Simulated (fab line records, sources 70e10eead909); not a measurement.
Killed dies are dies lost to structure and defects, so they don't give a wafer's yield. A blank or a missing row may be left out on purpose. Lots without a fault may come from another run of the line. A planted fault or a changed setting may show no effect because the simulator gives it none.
Chamber matching | flow nand_harc | NHARC_A_M0_STRIP_18 on rie_diel-04: 4 sister chambers
The step strips in N2/H2. 8 wafers are shown with their chamber, then 10 later ones without.

WAFERS WITH THEIR CHAMBER
wafer  | chamber | showerhead_plenum_p_Torr (Torr) | drypump_motor_current_A (A)
L081.2 | 0       | 2.02                            | 5.2
L081.4 | 3       | 1.91                            | 5.4
L084.3 | 3       | 1.91                            | 5.4
L083.4 | 2       | 2.04                            | 5.8
L083.5 | 1       | 2.19                            | 6.4
L083.6 | 0       | 2.01                            | 5.1
L089.1 | 1       | 2.19                            | 6.4
L089.3 | 2       | 2.04                            | 5.7

WAFERS WITHOUT THEIR CHAMBER
wafer  | showerhead_plenum_p_Torr (Torr) | drypump_motor_current_A (A)
L089.4 | 2.01                            | 5.2
L094.1 | 2.04                            | 5.7
L094.2 | 1.91                            | 5.4
L094.3 | 2.01                            | 5.2
L091.2 | 1.91                            | 5.4
L091.4 | 2.19                            | 6.4
L091.5 | 2.04                            | 5.8
L097.1 | 2.03                            | 5.8
L097.4 | 2.19                            | 6.4
L097.5 | 2.03                            | 5.7

WHICH CHAMBER EACH WENT THROUGH
wafer  | from the rows above | in truth
L089.4 | 0                   | 0
L094.1 | 2                   | 2
L094.2 | 3                   | 3
L094.3 | 0                   | 0
L091.2 | 3                   | 3
L091.4 | 1                   | 1
L091.5 | 2                   | 2
L097.1 | 2                   | 2
L097.4 | 1                   | 1
L097.5 | 2                   | 2
Placed correctly: 10 of 10. Can't be placed from these rows: 0. Placed wrongly: 0.
How it was worked out, from the rows above alone: a wafer's distance from a chamber is the root of the sum, over the readings, of the square of ((its reading less the chamber's mean) divided by the reading's scatter). The wafer belongs to the nearest chamber; if the next one is less than 2 further off, it can't be placed. A chamber's mean is the mean of its shown wafers. The scatter: the root of (the sum of the squares of (reading less its chamber's mean) over the shown wafers, divided by (wafers less chambers)).
